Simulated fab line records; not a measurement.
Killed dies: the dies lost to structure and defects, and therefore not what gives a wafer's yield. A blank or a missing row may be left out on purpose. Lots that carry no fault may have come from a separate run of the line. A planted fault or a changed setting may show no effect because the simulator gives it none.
Split-lot experiment -- flow n5Finfet -- 21 wafers read across 7 lots, on a route 1938 steps long

## THE SPLIT
At N5_PMOS_HMC_CHANNEL_EPI_PEB_07 (peb time 60 s), the setting pebTempC was moved away from the recipe's 110 C on 2 of the 21 wafers read, by +2.1% to +2.5%. All remaining wafers had this setting at the recipe value.

## FROM SPLIT TO READING: 1 step shown by the file between the two
- N5_PMOS_HMC_CHANNEL_EPI_DEVELOP_08: develop time 30 s

## THE READING
cdNm, in nm, at N5_PMOS_HMC_CHANNEL_EPI_CD_MEAS_09 (target cd 237.4 nm). A value of 237.0 nm with a standard deviation of 0.91 nm is what fault-free wafers of this fab line usually give.

wafer,"tool, chamber at the split","pebTempC as run, C",against the recipe,"cdNm, nm",against lot-mates on the recipe
L075.1,"lithoTrack-04, 0",110,recipe,237.2,-
L075.4,"lithoTrack-04, 0",110,recipe,237.1,-
L075.6,"lithoTrack-04, 0",110,recipe,235.9,-
L076.1,"lithoTrack-03, 0",110,recipe,236.4,-
L076.4,"lithoTrack-03, 0",110,recipe,237.3,-
L076.6,"lithoTrack-03, 0",110,recipe,236.7,-
L077.2,"lithoTrack-05, 0",110,recipe,236.4,-
L077.3,"lithoTrack-05, 0",110,recipe,236.2,-
L077.4,"lithoTrack-05, 0",112.8,+2.5%,243.8,+7.5
L078.1,"lithoTrack-03, 0",110,recipe,237.5,-
L078.4,"lithoTrack-03, 0",110,recipe,237.1,-
L078.6,"lithoTrack-03, 0",110,recipe,237.3,-
L079.1,"lithoTrack-04, 0",110,recipe,238.5,-
L079.3,"lithoTrack-04, 0",110,recipe,237.2,-
L079.4,"lithoTrack-04, 0",110,recipe,237.6,-
L080.1,"lithoTrack-03, 0",112.3,+2.1%,243.1,+6.8
L080.4,"lithoTrack-03, 0",110,recipe,236.1,-
L080.6,"lithoTrack-03, 0",110,recipe,236.4,-
L094.4,"lithoTrack-05, 0",110,recipe,237.7,-
L094.5,"lithoTrack-05, 0",110,recipe,238.1,-
L094.6,"lithoTrack-05, 0",110,recipe,238.3,-

THE FIT
A straight line over all 21 wafers: cdNm changes by +2.72 nm for each +1% of pebTempC; r = +0.94; the points scatter about the line by 0.74 nm.
The same after taking each lot's own level away (the mean of its wafers on the recipe; 21 wafers): +3.08 nm for each +1%; r = +0.98; scatter 0.4 nm.
That fit puts the effect of the largest move of pebTempC on the reading at 7.8 nm.
The lots' own levels span 236.25 to 238.03 nm, that is 2.0 times the standard deviation above.
Thus the slope moves with the lot-to-lot level: the two fits are different.
Check: +8.34 nm against its lot-mates is what the line predicts for one of the wafers moved furthest among these (+2.5%) when that wafer is left out of the fit. Against them it came out at +7.5 nm.

## THE OTHER SPLITS THESE WAFERS WENT THROUGH
Before the reading, these wafers also passed through other splits. Each is held against what the fit with the lots' levels taken away leaves over:
other split on the same wafers,wafers away from the commonest value,r with cdNm (lot level and that fit taken away)
N5_WELL_APT_COAT_19 spinRpm,5,-0.16

## THE WHOLE CHAIN: every reading that the file lists as answering this split, in the file's order
step,what it does,reading,change (the file's fit),r (the file's)
N5_PMOS_HMC_CHANNEL_EPI_CD_MEAS_09,target cd 237.4 nm,cdNm,+3.08 nm for each +1% of the setting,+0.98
N5_PMOS_HMC_CHANNEL_EPI_DESCUM_14,"chemistry O2, time 7.9 s","PMOS_HMC_CHANNEL_EPI.cdNm (the simulator's own value, which no gauge read)",+3.12 nm for each +1% of the setting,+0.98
N5_PMOS_HMC_CHANNEL_EPI_ETCH_32,"etches BARC in N2/H2, stops on SiO2, target depth 85.8 nm, time 50.3 s","PMOS_HMC_CHANNEL_EPI.cdNm (the simulator's own value, which no gauge read)",+3.04 nm for each +1% of the setting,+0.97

## THE FILE'S OWN FIT
cdNm changes by +3.08 nm for each +1% of pebTempC, r = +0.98.
